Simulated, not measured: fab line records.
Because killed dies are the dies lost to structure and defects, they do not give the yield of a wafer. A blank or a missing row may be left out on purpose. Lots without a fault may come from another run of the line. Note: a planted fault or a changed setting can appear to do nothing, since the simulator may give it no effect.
fab line records :: flow n5-finfet :: part 2 of 2: steps 5 to 6 of 6
record
  lots=24
  wafers=72
  last-day=19
route steps=1938 shown BEOL_M7@1318 BEOL_M8@1335 BEOL_M9@1402
lots untouched by any fault: they come from a run of this same line in which no faults occurred
start-h: the number of hours between the record's first day and the start of the first shown wafer of the lot :: wait-h: time in hours since the lot's previous step :: " as in the row above :: L1.1+2: several wafers, shown together as one row :: - no value, or no start given :: * or withheld: withheld :: < > ~ a bound
route shown NAME@n: NAME is a module with steps in the file, n the number in the route of the first one :: usual: mean and standard deviation over wafers with no fault :: same: alike in all rows :: chamber/n: place in a boat :: sites: the reading at each site :: _std_site: their standard deviation :: _edge_site: inner sites' mean taken away from outer sites' mean :: radius-mm: how far each site lies from the wafer's centre :: mask NAME#n: copy n :: behind: the last tool/chamber to shape the wafer :: hold: the reason the lot was held/the length of the hold in hours/how it ended :: device: the transistor (n, p or np) that didn't switch :: end of line: the route-end tests of the same wafers :: a step without rows: its recipe alone :: killed: the dies lost at the first sort to structure and to defects; this is not the yield of the wafer :: map: shows each die of a wafer: x if killed, . if not, _ if none is there
set.NAME: the setting the step ran with; set.NAME@STEP: the setting that earlier step ran with :: model.NAME: the simulator's own value behind a step, which no gauge read
steps of the route over a sample of lots; a table a step, a row a wafer
services: from which hour (start-h, from the record's first day; less than 0 if before it) a tool's chamber was out of use, for how many hours, and why
## steps
# step N5_BEOL_M8_ANNEAL_51
# recipe
  temp-c=225
  time-s=90
  ambient=N2
# usual
  anneal-temp-c=225.00/0.19
  wafer_temp_C_max=225.92/0.24
lot.wafer: L074.2
tool: rtp-anneal-02
chamber: 0
start-h: 239.40
wait-h: 0.1
anneal-temp-c: 225.07
wafer_temp_C_max: 225.93

lot.wafer: L074.5
tool: rtp-anneal-02
chamber: 0
start-h: 239.40
wait-h: 0.1
anneal-temp-c: 224.69
wafer_temp_C_max: 225.89

lot.wafer: L074.6
tool: rtp-anneal-02
chamber: 0
start-h: 239.40
wait-h: 0.1
anneal-temp-c: 225.11
wafer_temp_C_max: 226.47

lot.wafer: L075.2
tool: rtp-anneal-01
chamber: 0
start-h: 239.72
wait-h: 0.3
anneal-temp-c: 225.14
wafer_temp_C_max: 225.59

lot.wafer: L075.4
tool: rtp-anneal-01
chamber: 0
start-h: 239.72
wait-h: 0.3
anneal-temp-c: 225.18
wafer_temp_C_max: 225.67

lot.wafer: L075.5
tool: rtp-anneal-01
chamber: 0
start-h: 239.72
wait-h: 0.3
anneal-temp-c: 225.35
wafer_temp_C_max: 225.55

lot.wafer: L077.2
tool: rtp-anneal-02
chamber: 0
start-h: 251.69
wait-h: 0.2
anneal-temp-c: 224.97
wafer_temp_C_max: 226.04

lot.wafer: L077.3
tool: rtp-anneal-02
chamber: 0
start-h: 251.69
wait-h: 0.2
anneal-temp-c: 224.96
wafer_temp_C_max: 225.84

lot.wafer: L077.6
tool: rtp-anneal-02
chamber: 0
start-h: 251.69
wait-h: 0.2
anneal-temp-c: 224.75
wafer_temp_C_max: 226.30

lot.wafer: L078.1
tool: rtp-anneal-02
chamber: 0
start-h: 251.99
wait-h: 0.1
anneal-temp-c: 225.08
wafer_temp_C_max: 225.98

lot.wafer: L078.2
tool: rtp-anneal-02
chamber: 0
start-h: 251.99
wait-h: 0.1
anneal-temp-c: 225.03
wafer_temp_C_max: 226.35

lot.wafer: L078.6
tool: rtp-anneal-02
chamber: 0
start-h: 251.99
wait-h: 0.1
anneal-temp-c: 225.04
wafer_temp_C_max: 226.14

lot.wafer: L076.2
tool: rtp-anneal-02
chamber: 0
start-h: 260.04
wait-h: 0.1
anneal-temp-c: 224.98
wafer_temp_C_max: 225.82

lot.wafer: L076.4
tool: rtp-anneal-02
chamber: 0
start-h: 260.04
wait-h: 0.1
anneal-temp-c: 224.80
wafer_temp_C_max: 225.89

lot.wafer: L076.6
tool: rtp-anneal-02
chamber: 0
start-h: 260.04
wait-h: 0.1
anneal-temp-c: 224.90
wafer_temp_C_max: 226.08

lot.wafer: L079.1
tool: rtp-anneal-02
chamber: 0
start-h: 261.84
wait-h: 0.1
anneal-temp-c: 224.86
wafer_temp_C_max: 225.86

lot.wafer: L079.4
tool: rtp-anneal-02
chamber: 0
start-h: 261.84
wait-h: 0.1
anneal-temp-c: 224.98
wafer_temp_C_max: 225.89

lot.wafer: L079.5
tool: rtp-anneal-02
chamber: 0
start-h: 261.84
wait-h: 0.1
anneal-temp-c: 224.71
wafer_temp_C_max: 225.84

lot.wafer: L080.1
tool: rtp-anneal-02
chamber: 0
start-h: 263.80
wait-h: 0.1
anneal-temp-c: 225.32
wafer_temp_C_max: 226.02

lot.wafer: L080.3
tool: rtp-anneal-02
chamber: 0
start-h: 263.80
wait-h: 0.1
anneal-temp-c: 225.38
wafer_temp_C_max: 225.74

lot.wafer: L080.6
tool: rtp-anneal-02
chamber: 0
start-h: 263.80
wait-h: 0.1
anneal-temp-c: 225.24
wafer_temp_C_max: 225.78

lot.wafer: L081.3
tool: rtp-anneal-01
chamber: 0
start-h: 272.19
wait-h: 0.1
anneal-temp-c: 224.87
wafer_temp_C_max: 225.91

lot.wafer: L081.5
tool: rtp-anneal-01
chamber: 0
start-h: 272.19
wait-h: 0.1
anneal-temp-c: 224.99
wafer_temp_C_max: 225.58

lot.wafer: L081.6
tool: rtp-anneal-01
chamber: 0
start-h: 272.19
wait-h: 0.1
anneal-temp-c: 224.78
wafer_temp_C_max: 226.01

lot.wafer: L082.3
tool: rtp-anneal-02
chamber: 0
start-h: 281.65
wait-h: 0.9
anneal-temp-c: 224.77
wafer_temp_C_max: 226.09

lot.wafer: L082.5
tool: rtp-anneal-02
chamber: 0
start-h: 281.65
wait-h: 0.9
anneal-temp-c: 224.97
wafer_temp_C_max: 226.24

lot.wafer: L082.6
tool: rtp-anneal-02
chamber: 0
start-h: 281.65
wait-h: 0.9
anneal-temp-c: 224.94
wafer_temp_C_max: 226.18

lot.wafer: L083.2
tool: rtp-anneal-01
chamber: 0
start-h: 288.08
wait-h: 0.1
anneal-temp-c: 225.03
wafer_temp_C_max: 225.87

lot.wafer: L083.3
tool: rtp-anneal-01
chamber: 0
start-h: 288.08
wait-h: 0.1
anneal-temp-c: 225.13
wafer_temp_C_max: 225.56

lot.wafer: L083.4
tool: rtp-anneal-01
chamber: 0
start-h: 288.08
wait-h: 0.1
anneal-temp-c: 224.99
wafer_temp_C_max: 225.42

lot.wafer: L085.4
tool: rtp-anneal-02
chamber: 0
start-h: 290.55
wait-h: 0.2
anneal-temp-c: 225.01
wafer_temp_C_max: 225.97

lot.wafer: L085.5
tool: rtp-anneal-02
chamber: 0
start-h: 290.55
wait-h: 0.2
anneal-temp-c: 224.78
wafer_temp_C_max: 225.79

lot.wafer: L085.6
tool: rtp-anneal-02
chamber: 0
start-h: 290.55
wait-h: 0.2
anneal-temp-c: 224.97
wafer_temp_C_max: 225.98

lot.wafer: L086.2
tool: rtp-anneal-01
chamber: 0
start-h: 299.52
wait-h: 2.3
anneal-temp-c: 224.97
wafer_temp_C_max: 225.59

lot.wafer: L086.5
tool: rtp-anneal-01
chamber: 0
start-h: 299.52
wait-h: 2.3
anneal-temp-c: 224.92
wafer_temp_C_max: 225.65

lot.wafer: L086.6
tool: rtp-anneal-01
chamber: 0
start-h: 299.52
wait-h: 2.3
anneal-temp-c: 225.16
wafer_temp_C_max: 225.47

lot.wafer: L084.1
tool: rtp-anneal-01
chamber: 0
start-h: 305.52
wait-h: 3.8
anneal-temp-c: 225.04
wafer_temp_C_max: 225.98

lot.wafer: L084.4
tool: rtp-anneal-01
chamber: 0
start-h: 305.52
wait-h: 3.8
anneal-temp-c: 225.25
wafer_temp_C_max: 225.73

lot.wafer: L084.5
tool: rtp-anneal-01
chamber: 0
start-h: 305.52
wait-h: 3.8
anneal-temp-c: 225.29
wafer_temp_C_max: 225.88

lot.wafer: L087.4
tool: rtp-anneal-02
chamber: 0
start-h: 316.74
wait-h: 4.0
anneal-temp-c: 224.95
wafer_temp_C_max: 225.93

lot.wafer: L087.5
tool: rtp-anneal-02
chamber: 0
start-h: 316.74
wait-h: 4.0
anneal-temp-c: 224.99
wafer_temp_C_max: 225.67

lot.wafer: L087.6
tool: rtp-anneal-02
chamber: 0
start-h: 316.74
wait-h: 4.0
anneal-temp-c: 225.02
wafer_temp_C_max: 225.73

lot.wafer: L088.2
tool: rtp-anneal-01
chamber: 0
start-h: 324.38
wait-h: 0.1
anneal-temp-c: 224.82
wafer_temp_C_max: 225.67

lot.wafer: L088.3
tool: rtp-anneal-01
chamber: 0
start-h: 324.38
wait-h: 0.1
anneal-temp-c: 225.08
wafer_temp_C_max: 225.82

lot.wafer: L088.4
tool: rtp-anneal-01
chamber: 0
start-h: 324.38
wait-h: 0.1
anneal-temp-c: 225.06
wafer_temp_C_max: 225.75

lot.wafer: L089.1
tool: rtp-anneal-02
chamber: 0
start-h: 333.79
wait-h: 0.1
anneal-temp-c: 224.92
wafer_temp_C_max: 226.30

lot.wafer: L089.5
tool: rtp-anneal-02
chamber: 0
start-h: 333.79
wait-h: 0.1
anneal-temp-c: 225.16
wafer_temp_C_max: 225.86

lot.wafer: L089.6
tool: rtp-anneal-02
chamber: 0
start-h: 333.79
wait-h: 0.1
anneal-temp-c: 224.95
wafer_temp_C_max: 225.86

lot.wafer: L090.3
tool: rtp-anneal-01
chamber: 0
start-h: 340.34
wait-h: 0.1
anneal-temp-c: 224.94
wafer_temp_C_max: 225.56

lot.wafer: L090.4
tool: rtp-anneal-01
chamber: 0
start-h: 340.34
wait-h: 0.1
anneal-temp-c: 224.88
wafer_temp_C_max: 225.80

lot.wafer: L090.5
tool: rtp-anneal-01
chamber: 0
start-h: 340.34
wait-h: 0.1
anneal-temp-c: 224.73
wafer_temp_C_max: 225.96

lot.wafer: L091.1
tool: rtp-anneal-01
chamber: 0
start-h: 340.79
wait-h: 0.2
anneal-temp-c: 224.69
wafer_temp_C_max: 225.68

lot.wafer: L091.2
tool: rtp-anneal-01
chamber: 0
start-h: 340.79
wait-h: 0.2
anneal-temp-c: 225.01
wafer_temp_C_max: 226.05

lot.wafer: L091.4
tool: rtp-anneal-01
chamber: 0
start-h: 340.79
wait-h: 0.2
anneal-temp-c: 224.93
wafer_temp_C_max: 226.08

lot.wafer: L093.3
tool: rtp-anneal-02
chamber: 0
start-h: 341.05
wait-h: 0.4
anneal-temp-c: 225.28
wafer_temp_C_max: 225.95

lot.wafer: L093.4
tool: rtp-anneal-02
chamber: 0
start-h: 341.05
wait-h: 0.4
anneal-temp-c: 225.15
wafer_temp_C_max: 225.91

lot.wafer: L093.6
tool: rtp-anneal-02
chamber: 0
start-h: 341.05
wait-h: 0.4
anneal-temp-c: 225.28
wafer_temp_C_max: 225.82

lot.wafer: L092.1
tool: rtp-anneal-01
chamber: 0
start-h: 354.82
wait-h: 0.2
anneal-temp-c: 225.21
wafer_temp_C_max: 226.15

lot.wafer: L092.3
tool: rtp-anneal-01
chamber: 0
start-h: 354.82
wait-h: 0.2
anneal-temp-c: 225.35
wafer_temp_C_max: 225.98

lot.wafer: L092.5
tool: rtp-anneal-01
chamber: 0
start-h: 354.82
wait-h: 0.2
anneal-temp-c: 225.33
wafer_temp_C_max: 225.92

lot.wafer: L094.1
tool: rtp-anneal-02
chamber: 0
start-h: 369.28
wait-h: 0.1
anneal-temp-c: 225.19
wafer_temp_C_max: 225.87

lot.wafer: L094.2
tool: rtp-anneal-02
chamber: 0
start-h: 369.28
wait-h: 0.1
anneal-temp-c: 225.10
wafer_temp_C_max: 226.47

lot.wafer: L094.5
tool: rtp-anneal-02
chamber: 0
start-h: 369.28
wait-h: 0.1
anneal-temp-c: 224.96
wafer_temp_C_max: 226.11

lot.wafer: L096.2
tool: rtp-anneal-02
chamber: 0
start-h: 370.44
wait-h: 0.1
anneal-temp-c: 225.01
wafer_temp_C_max: 226.21

lot.wafer: L096.3
tool: rtp-anneal-02
chamber: 0
start-h: 370.44
wait-h: 0.1
anneal-temp-c: 225.16
wafer_temp_C_max: 226.17

lot.wafer: L096.6
tool: rtp-anneal-02
chamber: 0
start-h: 370.44
wait-h: 0.1
anneal-temp-c: 225.07
wafer_temp_C_max: 225.95

lot.wafer: L095.1
tool: rtp-anneal-01
chamber: 0
start-h: 370.60
wait-h: 0.1
anneal-temp-c: 225.12
wafer_temp_C_max: 226.02

lot.wafer: L095.4
tool: rtp-anneal-01
chamber: 0
start-h: 370.60
wait-h: 0.1
anneal-temp-c: 224.86
wafer_temp_C_max: 225.83

lot.wafer: L095.5
tool: rtp-anneal-01
chamber: 0
start-h: 370.60
wait-h: 0.1
anneal-temp-c: 225.05
wafer_temp_C_max: 225.43

lot.wafer: L097.3
tool: rtp-anneal-01
chamber: 0
start-h: 374.71
wait-h: 0.1
anneal-temp-c: 224.81
wafer_temp_C_max: 225.79

lot.wafer: L097.4
tool: rtp-anneal-01
chamber: 0
start-h: 374.71
wait-h: 0.1
anneal-temp-c: 224.99
wafer_temp_C_max: 225.84

lot.wafer: L097.5
tool: rtp-anneal-01
chamber: 0
start-h: 374.71
wait-h: 0.1
anneal-temp-c: 224.92
wafer_temp_C_max: 225.60
# step N5_BEOL_M9_CURE_71
# recipe
  temp-c=385
  time-s=240
  ambient=He/Ar
  material=SiCOH_lowk
# usual
  lamp-power-pct=52.31/0.06
  wafer_temp_C_max=387.0/0.64
lot.wafer: L074.2
tool: uv-cure-02
chamber: 0
start-h: 240.37
wait-h: 0.2
lamp-power-pct: 52.24
wafer_temp_C_max: 386.8

lot.wafer: L074.5
tool: uv-cure-02
chamber: 0
start-h: 240.37
wait-h: 0.2
lamp-power-pct: 52.37
wafer_temp_C_max: 388.3

lot.wafer: L074.6
tool: uv-cure-02
chamber: 0
start-h: 240.37
wait-h: 0.2
lamp-power-pct: 52.31
wafer_temp_C_max: 387.2

lot.wafer: L075.2
tool: uv-cure-01
chamber: 2
start-h: 240.62
wait-h: 0.1
lamp-power-pct: 52.30
wafer_temp_C_max: 386.0

lot.wafer: L075.4
tool: uv-cure-01
chamber: 2
start-h: 240.62
wait-h: 0.1
lamp-power-pct: 52.29
wafer_temp_C_max: 386.0

lot.wafer: L075.5
tool: uv-cure-01
chamber: 2
start-h: 240.62
wait-h: 0.1
lamp-power-pct: 52.21
wafer_temp_C_max: 385.9

lot.wafer: L077.2
tool: uv-cure-02
chamber: 2
start-h: 252.61
wait-h: 0.2
lamp-power-pct: 52.33
wafer_temp_C_max: 386.9

lot.wafer: L077.3
tool: uv-cure-02
chamber: 2
start-h: 252.61
wait-h: 0.2
lamp-power-pct: 52.24
wafer_temp_C_max: 387.3

lot.wafer: L077.6
tool: uv-cure-02
chamber: 2
start-h: 252.61
wait-h: 0.2
lamp-power-pct: 52.25
wafer_temp_C_max: 387.5

lot.wafer: L078.1
tool: uv-cure-01
chamber: 0
start-h: 252.99
wait-h: 0.0
lamp-power-pct: 52.38
wafer_temp_C_max: 386.9

lot.wafer: L078.2
tool: uv-cure-01
chamber: 0
start-h: 252.99
wait-h: 0.0
lamp-power-pct: 52.34
wafer_temp_C_max: 386.3

lot.wafer: L078.6
tool: uv-cure-01
chamber: 0
start-h: 252.99
wait-h: 0.0
lamp-power-pct: 52.33
wafer_temp_C_max: 386.8

lot.wafer: L076.2
tool: uv-cure-01
chamber: 0
start-h: 260.99
wait-h: 0.2
lamp-power-pct: 52.25
wafer_temp_C_max: 387.5

lot.wafer: L076.4
tool: uv-cure-01
chamber: 0
start-h: 260.99
wait-h: 0.2
lamp-power-pct: 52.29
wafer_temp_C_max: 386.7

lot.wafer: L076.6
tool: uv-cure-01
chamber: 0
start-h: 260.99
wait-h: 0.2
lamp-power-pct: 52.42
wafer_temp_C_max: 387.4

lot.wafer: L079.1
tool: uv-cure-02
chamber: 0
start-h: 262.70
wait-h: 0.0
lamp-power-pct: 52.28
wafer_temp_C_max: 386.3

lot.wafer: L079.4
tool: uv-cure-02
chamber: 0
start-h: 262.70
wait-h: 0.0
lamp-power-pct: 52.32
wafer_temp_C_max: 386.9

lot.wafer: L079.5
tool: uv-cure-02
chamber: 0
start-h: 262.70
wait-h: 0.0
lamp-power-pct: 52.42
wafer_temp_C_max: 386.8

lot.wafer: L080.1
tool: uv-cure-02
chamber: 0
start-h: 264.66
wait-h: 0.0
lamp-power-pct: 52.25
wafer_temp_C_max: 387.1

lot.wafer: L080.3
tool: uv-cure-02
chamber: 0
start-h: 264.66
wait-h: 0.0
lamp-power-pct: 52.27
wafer_temp_C_max: 387.2

lot.wafer: L080.6
tool: uv-cure-02
chamber: 0
start-h: 264.66
wait-h: 0.0
lamp-power-pct: 52.20
wafer_temp_C_max: 386.3

lot.wafer: L081.3
tool: uv-cure-01
chamber: 2
start-h: 273.29
wait-h: 0.4
lamp-power-pct: 52.26
wafer_temp_C_max: 385.8

lot.wafer: L081.5
tool: uv-cure-01
chamber: 2
start-h: 273.29
wait-h: 0.4
lamp-power-pct: 52.22
wafer_temp_C_max: 386.1

lot.wafer: L081.6
tool: uv-cure-01
chamber: 2
start-h: 273.29
wait-h: 0.4
lamp-power-pct: 52.33
wafer_temp_C_max: 386.0

lot.wafer: L082.3
tool: uv-cure-03
chamber: 2
start-h: 282.60
wait-h: 0.2
lamp-power-pct: 52.30
wafer_temp_C_max: 386.3

lot.wafer: L082.5
tool: uv-cure-03
chamber: 2
start-h: 282.60
wait-h: 0.2
lamp-power-pct: 52.29
wafer_temp_C_max: 385.4

lot.wafer: L082.6
tool: uv-cure-03
chamber: 2
start-h: 282.60
wait-h: 0.2
lamp-power-pct: 52.33
wafer_temp_C_max: 386.4

lot.wafer: L083.2
tool: uv-cure-01
chamber: 2
start-h: 289.05
wait-h: 0.2
lamp-power-pct: 52.19
wafer_temp_C_max: 385.8

lot.wafer: L083.3
tool: uv-cure-01
chamber: 2
start-h: 289.05
wait-h: 0.2
lamp-power-pct: 52.30
wafer_temp_C_max: 385.7

lot.wafer: L083.4
tool: uv-cure-01
chamber: 2
start-h: 289.05
wait-h: 0.2
lamp-power-pct: 52.40
wafer_temp_C_max: 385.7

lot.wafer: L085.4
tool: uv-cure-01
chamber: 1
start-h: 291.75
wait-h: 0.5
lamp-power-pct: 52.22
wafer_temp_C_max: 387.8

lot.wafer: L085.5
tool: uv-cure-01
chamber: 1
start-h: 291.75
wait-h: 0.5
lamp-power-pct: 52.28
wafer_temp_C_max: 387.4

lot.wafer: L085.6
tool: uv-cure-01
chamber: 1
start-h: 291.75
wait-h: 0.5
lamp-power-pct: 52.27
wafer_temp_C_max: 387.3

lot.wafer: L086.2
tool: uv-cure-01
chamber: 1
start-h: 300.67
wait-h: 0.1
lamp-power-pct: 52.26
wafer_temp_C_max: 387.5

lot.wafer: L086.5
tool: uv-cure-01
chamber: 1
start-h: 300.67
wait-h: 0.1
lamp-power-pct: 52.31
wafer_temp_C_max: 387.3

lot.wafer: L086.6
tool: uv-cure-01
chamber: 1
start-h: 300.67
wait-h: 0.1
lamp-power-pct: 52.28
wafer_temp_C_max: 387.2

lot.wafer: L084.1
tool: uv-cure-02
chamber: 2
start-h: 306.39
wait-h: 0.0
lamp-power-pct: 52.29
wafer_temp_C_max: 386.4

lot.wafer: L084.4
tool: uv-cure-02
chamber: 2
start-h: 306.39
wait-h: 0.0
lamp-power-pct: 52.41
wafer_temp_C_max: 387.3

lot.wafer: L084.5
tool: uv-cure-02
chamber: 2
start-h: 306.39
wait-h: 0.0
lamp-power-pct: 52.27
wafer_temp_C_max: 387.5

lot.wafer: L087.4
tool: uv-cure-02
chamber: 1
start-h: 317.71
wait-h: 0.3
lamp-power-pct: 52.29
wafer_temp_C_max: 387.8

lot.wafer: L087.5
tool: uv-cure-02
chamber: 1
start-h: 317.71
wait-h: 0.3
lamp-power-pct: 52.28
wafer_temp_C_max: 387.7

lot.wafer: L087.6
tool: uv-cure-02
chamber: 1
start-h: 317.71
wait-h: 0.3
lamp-power-pct: 52.23
wafer_temp_C_max: 387.9

lot.wafer: L088.2
tool: uv-cure-03
chamber: 2
start-h: 325.36
wait-h: 0.2
lamp-power-pct: 52.36
wafer_temp_C_max: 386.3

lot.wafer: L088.3
tool: uv-cure-03
chamber: 2
start-h: 325.36
wait-h: 0.2
lamp-power-pct: 52.39
wafer_temp_C_max: 386.5

lot.wafer: L088.4
tool: uv-cure-03
chamber: 2
start-h: 325.36
wait-h: 0.2
lamp-power-pct: 52.24
wafer_temp_C_max: 386.6

lot.wafer: L089.1
tool: uv-cure-03
chamber: 0
start-h: 334.65
wait-h: 0.0
lamp-power-pct: 52.35
wafer_temp_C_max: 387.8

lot.wafer: L089.5
tool: uv-cure-03
chamber: 0
start-h: 334.65
wait-h: 0.0
lamp-power-pct: 52.30
wafer_temp_C_max: 386.2

lot.wafer: L089.6
tool: uv-cure-03
chamber: 0
start-h: 334.65
wait-h: 0.0
lamp-power-pct: 52.31
wafer_temp_C_max: 387.3

lot.wafer: L090.3
tool: uv-cure-02
chamber: 1
start-h: 341.27
wait-h: 0.2
lamp-power-pct: 52.34
wafer_temp_C_max: 388.2

lot.wafer: L090.4
tool: uv-cure-02
chamber: 1
start-h: 341.27
wait-h: 0.2
lamp-power-pct: 52.33
wafer_temp_C_max: 387.8

lot.wafer: L090.5
tool: uv-cure-02
chamber: 1
start-h: 341.27
wait-h: 0.2
lamp-power-pct: 52.39
wafer_temp_C_max: 387.5

lot.wafer: L091.1
tool: uv-cure-01
chamber: 0
start-h: 341.65
wait-h: 0.0
lamp-power-pct: 52.24
wafer_temp_C_max: 386.6

lot.wafer: L091.2
tool: uv-cure-01
chamber: 0
start-h: 341.65
wait-h: 0.0
lamp-power-pct: 52.31
wafer_temp_C_max: 387.2

lot.wafer: L091.4
tool: uv-cure-01
chamber: 0
start-h: 341.65
wait-h: 0.0
lamp-power-pct: 52.25
wafer_temp_C_max: 387.7

lot.wafer: L093.3
tool: uv-cure-02
chamber: 2
start-h: 341.98
wait-h: 0.2
lamp-power-pct: 52.19
wafer_temp_C_max: 387.3

lot.wafer: L093.4
tool: uv-cure-02
chamber: 2
start-h: 341.98
wait-h: 0.2
lamp-power-pct: 52.35
wafer_temp_C_max: 387.0

lot.wafer: L093.6
tool: uv-cure-02
chamber: 2
start-h: 341.98
wait-h: 0.2
lamp-power-pct: 52.25
wafer_temp_C_max: 387.9

lot.wafer: L092.1
tool: uv-cure-03
chamber: 1
start-h: 355.70
wait-h: 0.0
lamp-power-pct: 52.23
wafer_temp_C_max: 386.6

lot.wafer: L092.3
tool: uv-cure-03
chamber: 1
start-h: 355.70
wait-h: 0.0
lamp-power-pct: 52.34
wafer_temp_C_max: 387.8

lot.wafer: L092.5
tool: uv-cure-03
chamber: 1
start-h: 355.70
wait-h: 0.0
lamp-power-pct: 52.30
wafer_temp_C_max: 387.1

lot.wafer: L094.1
tool: uv-cure-03
chamber: 0
start-h: 370.15
wait-h: 0.0
lamp-power-pct: 52.34
wafer_temp_C_max: 387.4

lot.wafer: L094.2
tool: uv-cure-03
chamber: 0
start-h: 370.15
wait-h: 0.0
lamp-power-pct: 52.21
wafer_temp_C_max: 387.2

lot.wafer: L094.5
tool: uv-cure-03
chamber: 0
start-h: 370.15
wait-h: 0.0
lamp-power-pct: 52.37
wafer_temp_C_max: 387.0

lot.wafer: L096.2
tool: uv-cure-01
chamber: 0
start-h: 371.35
wait-h: 0.1
lamp-power-pct: 52.32
wafer_temp_C_max: 386.8

lot.wafer: L096.3
tool: uv-cure-01
chamber: 0
start-h: 371.35
wait-h: 0.1
lamp-power-pct: 52.24
wafer_temp_C_max: 387.3

lot.wafer: L096.6
tool: uv-cure-01
chamber: 0
start-h: 371.35
wait-h: 0.1
lamp-power-pct: 52.36
wafer_temp_C_max: 386.5

lot.wafer: L095.1
tool: uv-cure-03
chamber: 1
start-h: 371.46
wait-h: 0.0
lamp-power-pct: 52.35
wafer_temp_C_max: 386.7

lot.wafer: L095.4
tool: uv-cure-03
chamber: 1
start-h: 371.46
wait-h: 0.0
lamp-power-pct: 52.33
wafer_temp_C_max: 387.0

lot.wafer: L095.5
tool: uv-cure-03
chamber: 1
start-h: 371.46
wait-h: 0.0
lamp-power-pct: 52.32
wafer_temp_C_max: 387.3

lot.wafer: L097.3
tool: uv-cure-02
chamber: 2
start-h: 375.64
wait-h: 0.2
lamp-power-pct: 52.32
wafer_temp_C_max: 386.9

lot.wafer: L097.4
tool: uv-cure-02
chamber: 2
start-h: 375.64
wait-h: 0.2
lamp-power-pct: 52.27
wafer_temp_C_max: 387.3

lot.wafer: L097.5
tool: uv-cure-02
chamber: 2
start-h: 375.64
wait-h: 0.2
lamp-power-pct: 52.38
wafer_temp_C_max: 387.0
## services
tool: uv-cure-01
chamber: -
start-h: 211.68
hours: 0.5
kind: repair

tool: uv-cure-02
chamber: -
start-h: 216.82
hours: 3.4
kind: pm

tool: rie-metal-02
chamber: 1
start-h: 218.44
hours: 21.5
kind: repair

tool: pecvd-03
chamber: 0
start-h: 226.34
hours: 12.3
kind: repair

tool: uv-cure-03
chamber: -
start-h: 230.15
hours: 0.9
kind: repair

tool: rie-diel-02
chamber: 1
start-h: 236.01
hours: 1.8
kind: repair

tool: uv-cure-03
chamber: -
start-h: 240.04
hours: 22.2
kind: pm

tool: pecvd-02
chamber: -
start-h: 240.29
hours: 0.7
kind: repair

tool: pecvd-02
chamber: 2
start-h: 245.18
hours: 15.3
kind: repair

tool: rie-metal-01
chamber: 0
start-h: 246.35
hours: 12.9
kind: repair

tool: rie-metal-03
chamber: -
start-h: 255.91
hours: 1.1
kind: repair

tool: rie-diel-02
chamber: -
start-h: 268.92
hours: 2.8
kind: pm

tool: uv-cure-03
chamber: -
start-h: 278.17
hours: 1.0
kind: pm

tool: uv-cure-02
chamber: -
start-h: 285.79
hours: 2.4
kind: repair

tool: pecvd-02
chamber: 1
start-h: 291.84
hours: 19.8
kind: repair

tool: rie-diel-05
chamber: 2
start-h: 293.30
hours: 10.5
kind: repair

tool: uv-cure-01
chamber: -
start-h: 293.71
hours: 1.0
kind: pm

tool: rtp-anneal-02
chamber: -
start-h: 294.48
hours: 22.1
kind: pm

tool: rie-diel-05
chamber: -
start-h: 300.33
hours: 0.8
kind: repair

tool: rie-diel-02
chamber: 0
start-h: 304.01
hours: 13.7
kind: repair

tool: pecvd-03
chamber: 0
start-h: 308.66
hours: 4.7
kind: repair

tool: rie-diel-02
chamber: 2
start-h: 329.23
hours: 17.8
kind: repair

tool: pecvd-03
chamber: -
start-h: 337.93
hours: 0.8
kind: pm

tool: pvd-sputter-02
chamber: -
start-h: 375.57
hours: 6.0
kind: repair
